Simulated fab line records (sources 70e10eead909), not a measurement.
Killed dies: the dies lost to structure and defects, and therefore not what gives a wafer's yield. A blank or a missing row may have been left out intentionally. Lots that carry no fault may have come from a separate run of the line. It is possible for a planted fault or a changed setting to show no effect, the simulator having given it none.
Which of the tools did it? | flow nand-harc | 6 lots with 18 wafers sampled at 4 steps, on a route of 1302 steps

WHAT THE GAUGES READ, wafer by wafer
NHARC_END_SORT_01.
lot  | measured     | on        | killed-at-periphery
L437 | day 27 17:59 | prober-01 | 10 3 7
L441 | day 28 18:42 | prober-01 | 6 7 1
L445 | day 30 13:37 | prober-01 | 4 5 2

EACH LOT AND THE TOOL THAT RAN IT (in order: tool; ch and the chambers of the sampled wafers; start)
lot  | NHARC_A_M0_ANNEAL_30             | NHARC_A_M1_ETCH_35                 | NHARC_A_M1_ETCH_15
L432 | rtp-anneal-01 ch 0, day 23 16:51 | rie-diel-05 ch 0,1,3, day 23 19:17 | rie-diel-05 ch 2,3, day 23 19:23
L437 | rtp-anneal-02 ch 0, day 26 02:59 | rie-diel-05 ch 0,1,2, day 26 05:26 | rie-diel-05 ch 0,2,3, day 26 05:32
L441 | rtp-anneal-02 ch 0, day 27 00:46 | rie-diel-10 ch 0,2, day 27 03:09   | rie-diel-10 ch 0,1,2, day 27 03:15
L445 | rtp-anneal-02 ch 0, day 28 17:29 | rie-diel-01 ch 0,2, day 28 20:17   | rie-diel-01 ch 2,3, day 28 20:22
L448 | rtp-anneal-01 ch 0, day 30 06:52 | rie-diel-01 ch 1,2,3, day 30 09:21 | rie-diel-01 ch 0,1,2, day 30 09:26
L453 | rtp-anneal-01 ch 0, day 32 11:08 | rie-diel-05 ch 0,2,3, day 32 13:28 | rie-diel-05 ch 0,2,3, day 32 13:34
- NHARC_A_M0_ANNEAL_30: time 90 s.
- NHARC_A_M1_ETCH_35: etches the open film in N2/H2, target depth 40 nm, overetch 12 nm, time 43.94 s.
- NHARC_A_M1_ETCH_15: etches the open film in C4F8/Ar, target depth 182.5 nm, time 91.2 s.

THE ANSWER, worked out from the rows above alone
Rule: usual is defined by the lots themselves. The widest of any qualifying gaps counts: lots, ordered by their means at a reading, are off when they make up no more than a third of the lots, leave a main group of 4 or more, and stand apart from it by 3 or more times the standard deviation of that group's means. A main group whose means are all the same, to the digits that the tables above print for the reading, isn't used. Also off: a lot with no number at a reading for which 4 or more lots have one. All remaining lots with rows at the step are treated as sound.
No lot is off on any of the readings shown, so nothing can be concluded from this.

WHAT THE SIMULATOR HAD PUT IN
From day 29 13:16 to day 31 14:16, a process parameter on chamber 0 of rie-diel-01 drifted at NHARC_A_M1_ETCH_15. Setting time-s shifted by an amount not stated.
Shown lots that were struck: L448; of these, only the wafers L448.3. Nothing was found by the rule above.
